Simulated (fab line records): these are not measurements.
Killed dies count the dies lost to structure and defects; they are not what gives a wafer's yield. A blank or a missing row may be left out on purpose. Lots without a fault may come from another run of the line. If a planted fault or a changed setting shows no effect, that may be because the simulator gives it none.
fab line records	flow n5_finfet
[record] lots = 11	wafers = 33	last_day = 19
route steps=1938 shown HKMG_FIN@400 PASSIVATION@1936
lots untouched by any fault: they come from a run of this same line in which no faults occurred
start_h: hours from the record's opening day to when the first of the lot's shown wafers began	wait_h: time in hours since the lot's previous step	" identical to the entry in the row above	L1.1+2: one row covering several wafers at once	- no value present, or no start provided	* or withheld: withheld	< > ~ a bound
route shown NAME@n: NAME is a module with steps in the file, n the number in the route of the first one	usual: mean/standard deviation of fault-free wafers	same: alike in all rows	chamber/n: place in a boat	sites: each site's reading	_std_site: standard deviation of those values	_edge_site: mean of outer sites minus mean of inner sites	radius_mm: how far each site lies from the wafer's centre	mask NAME#n: copy n	behind: the tool/chamber that last shaped the wafer	hold: why the lot was held/for how many hours/how that ended	device: the transistor (n, p or np) that didn't switch	end of line: tests of these same wafers at the route's end	a step without rows: its recipe alone	killed: dies that structure and defects cost at the first sort, which is not the same as the wafer's yield	map: per-die view of a wafer (x killed, . not killed, _ where there is no die)
set.NAME: the setting that was run; set.NAME@STEP: the one run at that earlier step	model.NAME: the simulator's own value behind a step, which no gauge read
the route's steps for a sample of lots (tables are steps, rows are wafers)
services: the hour from which a tool's chamber was out of use, counted from the record's first day as start_h (under 0 if before that day), plus the number of hours and why
[[steps]]
[step N5_HKMG_FIN_INSPECT_61]
[recipe] mode = adi	inspect_instrument = macro
[usual] raw_defect_count = 1.9/1.4
lot.wafer	tool	chamber	start_h	wait_h	raw_defect_count
L118.2	defect_inspect-02	-	85.58	0.0	1
L118.3	"	-	"	"	1
L118.5	"	-	"	"	2
L119.4	defect_inspect-02	-	90.42	0.0	2
L119.5	"	-	"	"	0
L119.6	"	-	"	"	4
L120.1	defect_inspect-02	-	96.66	0.0	3
L120.2	"	-	"	"	2
L120.6	"	-	"	"	1
L123.2	defect_inspect-01	-	116.70	0.0	2
L123.5	"	-	"	"	2
L123.6	"	-	"	"	2
L125.2	defect_inspect-02	-	127.99	0.0	3
L125.5	"	-	"	"	0
L125.6	"	-	"	"	1
L129.2	defect_inspect-01	-	152.38	0.0	2
L129.5	"	-	"	"	5
L129.6	"	-	"	"	0
L133.2	defect_inspect-01	-	174.16	0.0	0
L133.4	"	-	"	"	1
L133.6	"	-	"	"	2
L134.3	defect_inspect-01	-	179.49	0.0	0
L134.4	"	-	"	"	1
L134.5	"	-	"	"	1
L135.1	defect_inspect-01	-	188.32	0.0	4
L135.2	"	-	"	"	5
L135.5	"	-	"	"	1
L136.2	defect_inspect-02	-	196.03	0.0	3
L136.3	"	-	"	"	2
L136.5	"	-	"	"	1
L139.1	defect_inspect-01	-	213.84	0.0	5
L139.4	"	-	"	"	0
L139.6	"	-	"	"	4
[step N5_HKMG_FIN_ETCH_54]
[recipe] chemistry = CF4	target = SiARC	target_depth_a = 455	mask_material = CAR-ArF	time_s = 75.8	ion_energy_ev = 80	pressure_mtorr = 40	source_w = 545	bias_w = 36	Ar_flow_sccm = 100	cf4_flow_sccm = 100	ends = cleared
[usual] chamber_pressure_mTorr = 40.01/0.035	drypump_motor_current_A = 5.48/0.22	etch_rf_on_time_s = 76.1/1.1	oes_product_au = 0.68/0.066	rf_vpp_V = 184.0/1.1	showerhead_plenum_p_Torr = 2.14/0.065	throttle_valve_pct = 15.57/0.23
lot.wafer	tool	chamber	start_h	wait_h	chamber_pressure_mTorr	drypump_motor_current_A	etch_rf_on_time_s	oes_product_au	rf_hours_counter_h	rf_vpp_V	showerhead_plenum_p_Torr	throttle_valve_pct
L118.2	rie_diel-05	0	85.64	0.0	39.94	5.12	76.6	0.66	133	187.2	2.23	15.86
L118.3	"	2	"	"	40.03	5.91	77.3	0.63	164	184.9	2.14	15.46
L118.5	"	2	"	"	40.01	5.89	77.8	0.64	-	183.9	2.14	15.46
L119.4	rie_diel-05	0	90.59	0.0	40.00	5.12	76.6	0.66	136	183.7	2.23	15.88
L119.5	"	3	"	"	40.04	5.62	75.5	0.87	-	184.5	2.20	15.39
L119.6	"	0	"	"	40.03	5.11	76.5	0.66	-	184.3	2.23	15.87
L120.1	rie_diel-03	3	96.73	0.0	39.91	5.30	74.8	0.78	20	182.7	2.18	15.71
L120.2	"	1	"	"	40.03	5.45	73.7	0.82	10	183.9	2.18	15.12
L120.6	"	0	"	"	39.98	5.43	75.7	0.65	-	184.4	2.15	15.57
L123.2	rie_diel-06	3	116.90	0.0	39.96	5.34	75.1	0.70	104	184.9	2.16	15.65
L123.5	"	3	"	"	40.03	5.30	74.8	0.70	-	184.2	2.16	15.63
L123.6	"	2	"	"	39.98	5.24	75.6	0.64	-	184.9	2.14	15.40
L125.2	rie_diel-06	3	128.06	0.0	40.00	5.35	74.9	0.69	109	184.6	2.16	15.66
L125.5	"	2	"	"	40.01	5.26	75.0	0.63	-	183.6	2.14	15.41
L125.6	"	1	"	"	40.02	5.87	74.5	0.71	-	184.7	2.18	15.18
L129.2	rie_diel-05	1	152.45	0.0	40.00	5.52	77.9	0.58	246	185.5	2.19	15.90
L129.5	"	3	"	"	39.98	5.60	75.8	0.80	-	184.3	2.19	15.41
L129.6	"	0	"	"	40.01	5.13	76.5	0.64	-	184.3	2.23	15.92
L133.2	rie_diel-03	3	174.23	0.0	39.98	5.29	75.7	0.74	46	183.8	2.17	15.76
L133.4	"	1	"	"	39.97	5.42	74.7	0.76	38	182.8	2.17	15.17
L133.6	"	0	"	"	39.97	5.45	76.1	0.63	-	183.9	2.14	15.63
L134.3	rie_diel-03	3	179.62	0.0	40.02	5.28	75.8	0.74	47	184.9	2.17	15.76
L134.4	"	0	"	"	39.99	5.45	76.4	0.63	165	183.6	2.14	15.62
L134.5	"	1	"	"	39.97	5.44	75.5	0.76	-	184.6	2.17	15.16
L135.1	rie_diel-06	3	188.39	0.0	40.02	5.30	75.2	0.68	130	184.4	2.15	15.70
L135.2	"	1	"	"	40.02	5.86	76.0	0.69	89	183.7	2.17	15.21
L135.5	"	1	"	"	40.07	5.86	75.4	0.68	-	184.3	2.17	15.23
L136.2	rie_diel-05	1	196.10	0.0	40.06	5.56	74.6	0.82	4	183.1	2.19	15.43
L136.3	"	3	"	"	40.02	5.59	76.9	0.75	38	184.9	2.19	15.45
L136.5	"	0	"	"	39.98	5.11	77.2	0.63	-	184.8	2.22	15.97
L139.1	rie_diel-06	3	213.91	0.0	40.04	5.30	75.5	0.67	139	182.8	2.15	15.70
L139.4	"	0	"	"	39.93	5.52	76.1	0.62	192	181.1	2.04	15.82
L139.6	"	1	"	"	40.01	5.86	74.9	0.67	-	184.8	2.17	15.25
[step N5_HKMG_FIN_CVD_62]
[recipe] material = a-Si	target_thk_a = 30	temp_c = 500	precursor = Si2H6	pressure_torr = 1	time_s = 20.8
[usual] heater_power_outer_w = 879/54	heater_power_w = 1370/79
lot.wafer	tool	chamber	start_h	wait_h	heater_power_outer_w	heater_power_w
L118.2	thermal_cvd_si-02	2	87.34	0.2	887	1410
L118.3	"	0	"	"	802	1353
L118.5	"	2	"	"	882	1433
L119.4	thermal_cvd_si-01	0	92.36	0.2	908	1373
L119.5	"	2	"	"	861	1312
L119.6	"	1	"	"	841	1229
L120.1	thermal_cvd_si-02	0	98.42	0.2	796	1345
L120.2	"	1	"	"	952	1473
L120.6	"	2	"	"	890	1394
L123.2	thermal_cvd_si-01	0	118.59	0.2	903	1418
L123.5	"	1	"	"	850	1209
L123.6	"	2	"	"	836	1341
L125.2	thermal_cvd_si-01	1	129.77	0.2	862	1262
L125.5	"	1	"	"	856	1236
L125.6	"	2	"	"	819	1322
L129.2	thermal_cvd_si-01	1	154.14	0.2	872	1236
L129.5	"	0	"	"	923	1408
L129.6	"	2	"	"	826	1329
L133.2	thermal_cvd_si-01	2	176.01	0.2	847	1279
L133.4	"	1	"	"	881	1234
L133.6	"	2	"	"	854	1348
L134.3	thermal_cvd_si-02	1	181.38	0.2	967	1434
L134.4	"	1	"	"	968	1439
L134.5	"	2	"	"	889	1440
L135.1	thermal_cvd_si-01	1	190.18	0.2	849	1234
L135.2	"	2	"	"	842	1294
L135.5	"	0	"	"	924	1399
L136.2	thermal_cvd_si-02	1	197.79	0.2	977	1446
L136.3	"	2	"	"	910	1420
L136.5	"	2	"	"	900	1431
L139.1	thermal_cvd_si-01	1	215.61	0.2	832	1263
L139.4	"	0	"	"	941	1414
L139.6	"	2	"	"	834	1335
[step N5_HKMG_FIN_COAT_29]
[recipe] resist = SOC	temp_c = 250	time_s = 60	spin_rpm = 1500	resist_thk_nm = 300
[usual] chill_plate_temp_C = 22.99/0.096	dispense_pressure_kPa = 51/5.6	heater_power_total_W = 500.5/1.7	spin_speed_rpm = 1500.4/1.1
lot.wafer	tool	chamber	start_h	wait_h	chill_plate_temp_C	dispense_pressure_kPa	heater_power_total_W	spin_speed_rpm
L118.2	litho_track-04	0	88.89	0.2	23.02	47	499.1	1500.4
L118.3	"	0	"	"	22.93	47	497.3	1501.4
L118.5	"	0	"	"	22.94	47	498.7	1502.4
L119.4	litho_track-04	0	93.51	0.2	22.94	47	501.2	1500.2
L119.5	"	0	"	"	22.89	47	499.2	1500.2
L119.6	"	0	"	"	22.91	47	499.4	1500.1
L120.1	litho_track-04	0	99.61	0.2	22.95	47	498.7	1499.7
L120.2	"	0	"	"	23.19	47	500.2	1499.4
L120.6	"	0	"	"	23.05	47	500.9	1500.4
L123.2	litho_track-04	0	119.79	0.3	22.86	47	500.4	1502.5
L123.5	"	0	"	"	22.89	47	498.3	1499.9
L123.6	"	0	"	"	22.91	47	499.6	1500.3
L125.2	litho_track-04	0	131.09	0.2	23.01	47	498.0	1597.7
L125.5	"	0	"	"	22.92	47	499.2	1596.7
L125.6	"	0	"	"	22.97	47	500.3	1596.9
L129.2	litho_track-04	0	155.35	0.3	22.98	47	500.2	1596.3
L129.5	"	0	"	"	22.87	47	499.8	1594.5
L129.6	"	0	"	"	22.70	47	498.4	1597.2
L133.2	litho_track-02	0	177.38	0.2	23.14	58	499.3	1500.7
L133.4	"	0	"	"	22.98	58	500.7	1500.0
L133.6	"	0	"	"	23.05	58	500.0	1500.2
L134.3	litho_track-02	0	182.75	0.2	23.13	58	502.2	1499.8
L134.4	"	0	"	"	23.07	58	499.2	1501.9
L134.5	"	0	"	"	23.02	58	502.2	1496.4
L135.1	litho_track-02	0	191.42	0.2	23.00	58	501.9	1500.1
L135.2	"	0	"	"	23.11	58	498.4	1502.0
L135.5	"	0	"	"	23.07	58	498.2	1501.5
L136.2	litho_track-02	0	199.03	0.2	22.94	58	500.3	1501.1
L136.3	"	0	"	"	22.98	58	500.2	1500.3
L136.5	"	0	"	"	23.10	58	497.8	1500.4
L139.1	litho_track-02	0	216.80	0.2	23.14	58	501.7	1500.9
L139.4	"	0	"	"	22.94	58	499.3	1500.0
L139.6	"	0	"	"	23.14	58	497.6	1498.7
[step N5_PASSIVATION_PROBE_49]
[usual] killed_at_M0_to_M3 = 36/11	killed_at_M4_up = 13/5.1	killed_at_contacts = 14/4.9	killed_at_front_end = 41/10	killed_at_other = 3.4/2.6	killed_dies = 107/16	killed_open = 70/11	killed_short = 36/7.8
[same] gross_dies = 1180	killed_at_back_side = 0
lot.wafer	tool	chamber	start_h	wait_h	killed_at_M0_to_M3	killed_at_M4_up	killed_at_contacts	killed_at_front_end	killed_at_other	killed_dies	killed_open	killed_short
L120.1	prober-01	-	333.03	0.0	34	17	8	46	1	106	73	32
L120.2	prober-01	-	333.08	0.1	30	8	23	30	1	92	65	26
L120.6	prober-01	-	333.28	0.3	37	9	21	65	4	136	85	50
L118.2	prober-02	-	340.09	0.1	17	19	9	31	6	82	58	24
L118.3	prober-02	-	340.14	0.1	23	17	13	26	5	84	54	29
L118.5	prober-02	-	340.24	0.2	46	11	13	37	8	115	82	33
L123.2	prober-01	-	341.57	0.1	23	14	11	49	10	107	63	44
L123.5	prober-01	-	341.72	0.2	30	10	13	35	12	100	73	27
L123.6	prober-01	-	341.77	0.3	43	13	7	43	5	111	64	47
L125.2	prober-01	-	363.81	0.1	23	20	13	53	4	113	63	46
L125.5	prober-01	-	363.96	0.2	27	14	14	42	2	99	66	32
L125.6	prober-01	-	364.01	0.3	23	6	11	47	2	89	59	29
// killed by level:class
L120.1 STI_FIN_REVEAL:geometric_particle:open=14 BEOL_M4:geometric_particle:open=9 DUMMY_GATE:geometric_particle:open=7 BEOL_M2:geometric_particle:open=7 MOL_CONTACT_COAG:geometric_particle:open=6 FIN_SAQP:geometric_particle:open=5 BEOL_M0_SAQP:geometric_particle:short=5 ILD0:geometric_particle:open=4
L120.2 MOL_CONTACT_COAG:geometric_particle:open=18 FIN_SAQP:geometric_particle:open=8 BEOL_M0_SAQP:geometric_particle:short=7 BEOL_M3:geometric_particle:open=7 BEOL_M4:geometric_particle:open=6 GATE_CUT:geometric_particle:open=5 MOL_CONTACT_COAG:geometric_particle:short=5 BEOL_M0_SAQP:geometric_particle:open=5
L120.6 STI_FIN_REVEAL:geometric_particle:open=22 MOL_CONTACT_COAG:geometric_particle:open=14 FIN_SAQP:geometric_particle:open=13 BEOL_M0_SAQP:geometric_particle:short=9 BEOL_M0_SAQP:geometric_particle:open=8 FIN_SAQP:geometric_particle:short=7 MOL_CONTACT_COAG:geometric_particle:short=7 GATE_CUT:geometric_particle:open=5
L118.2 STI_FIN_REVEAL:geometric_particle:open=8 BEOL_M4:geometric_particle:open=8 MOL_CONTACT_COAG:geometric_particle:open=7 BEOL_M0_SAQP:geometric_particle:short=6 DUMMY_GATE:geometric_particle:open=6 BEOL_M0_SAQP:geometric_particle:open=6 FIN_SAQP:geometric_particle:open=5 BEOL_M5:geometric_particle:open=4
L118.3 MOL_CONTACT_COAG:geometric_particle:open=9 BEOL_M6:geometric_particle:open=6 FIN_SAQP:geometric_particle:open=4 MOL_CONTACT_COAG:geometric_particle:short=4 BEOL_M0_SAQP:geometric_particle:short=4 BEOL_M0:geometric_particle:open=4 BEOL_M2:geometric_particle:open=4 BEOL_M4:geometric_particle:open=4
L118.5 BEOL_M0_SAQP:geometric_particle:open=17 BEOL_M0_SAQP:geometric_particle:short=15 MOL_CONTACT_COAG:geometric_particle:open=10 STI_FIN_REVEAL:geometric_particle:open=9 DUMMY_GATE:geometric_particle:open=8 GATE_CUT:geometric_particle:open=4 BEOL_M1:geometric_particle:open=4 BEOL_M3:geometric_particle:open=4
L123.2 STI_FIN_REVEAL:geometric_particle:open=16 BEOL_M0_SAQP:geometric_particle:open=9 MOL_CONTACT_COAG:geometric_particle:open=6 BEOL_M0_SAQP:geometric_particle:short=6 MIM_TOP:geometric_particle:short=6 FIN_SAQP:geometric_particle:short=5 MOL_CONTACT_COAG:geometric_particle:short=5 BEOL_M4:geometric_particle:open=4
L123.5 MOL_CONTACT_COAG:geometric_particle:open=12 BEOL_M3:geometric_particle:open=10 STI_FIN_REVEAL:geometric_particle:open=9 STARTING-WAFER:geometric_particle:open=7 DUMMY_GATE:geometric_particle:open=5 BEOL_M0_SAQP:geometric_particle:short=5 BEOL_M0_SAQP:geometric_particle:open=5 DUMMY_GATE:geometric_particle:short=4
L123.6 FIN_SAQP:geometric_particle:short=11 FIN_SAQP:geometric_particle:open=9 BEOL_M0_SAQP:geometric_particle:short=9 MOL_CONTACT_COAG:geometric_particle:open=6 BEOL_M2:geometric_particle:open=6 GATE_CUT:geometric_particle:open=5 BEOL_M0_SAQP:geometric_particle:open=5 BEOL_M0:geometric_particle:open=5
L125.2 STI_FIN_REVEAL:geometric_particle:open=21 MOL_CONTACT_COAG:geometric_particle:open=10 BEOL_M4:geometric_particle:open=10 BEOL_M2:geometric_particle:short=7 FIN_SAQP:geometric_particle:short=6 GATE_CUT:geometric_particle:short=6 STI_FIN_REVEAL:geometric_particle:short=5 BEOL_M3:geometric_particle:open=5
L125.5 BEOL_M3:geometric_particle:open=12 MOL_CONTACT_COAG:geometric_particle:open=10 FIN_SAQP:geometric_particle:open=8 FIN_SAQP:geometric_particle:short=8 DUMMY_GATE:geometric_particle:open=6 BEOL_M4:geometric_particle:open=6 STI_FIN_REVEAL:geometric_particle:open=4 GATE_CUT:geometric_particle:short=4
L125.6 FIN_SAQP:geometric_particle:open=11 STI_FIN_REVEAL:geometric_particle:open=10 MOL_CONTACT_COAG:geometric_particle:open=10 BEOL_M3:geometric_particle:short=9 FIN_SAQP:geometric_particle:short=4 BEOL_M3:geometric_particle:open=4 BEOL_M1:geometric_particle:open=4 STI_FIN_REVEAL:geometric_particle:short=3
[[services]]
tool	chamber	start_h	hours	kind
rie_diel-05	3	74.42	-	clean
rie_diel-05	3	74.42	-	consumable_replace:focus_ring
rie_diel-05	3	74.42	15.5	scheduled_down
rie_diel-05	3	74.42	15.5	vent_cycle
rie_diel-06	1	110.57	8.0	repair
thermal_cvd_si-01	0	150.24	2.3	repair
thermal_cvd_si-02	-	157.27	1.7	repair
rie_diel-05	1	166.89	-	clean
rie_diel-05	1	166.89	-	consumable_replace:focus_ring
litho_track-02	-	185.61	-	consumable_replace:filter
rie_diel-05	2	191.71	1.3	repair
[[key]]
[first_sign] step = N5_HKMG_FIN_COAT_29	reading = spin_speed_rpm	direction = up	sigmas = 91	usual = *	struck = *
effect none on later readings
met_at N5_HKMG_FIN_COAT_29
struck_lots L125,L129
tester_left_out L125,L129
not_acting_at N5_HKMG_FIN_INSPECT_61,N5_HKMG_FIN_ETCH_54,N5_HKMG_FIN_CVD_62
onset_between 119.79 131.09
[fault] kind = process_parameter_drift	tool = litho_track-04	chamber = -	onset_h = 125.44	steps = N5_HKMG_FIN_COAT_29	channel = spin_rpm	offset = *	shape = step	end_h = 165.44	acts_in = *	stated = *
// tester_left_out: of these lots the tester's yield and bins aren't shown, on N5 and GAA mostly nor the transistor test; their killed dies are dies lost to structure and defects alone, not to doping, threshold or leakage, so they don't give the yield
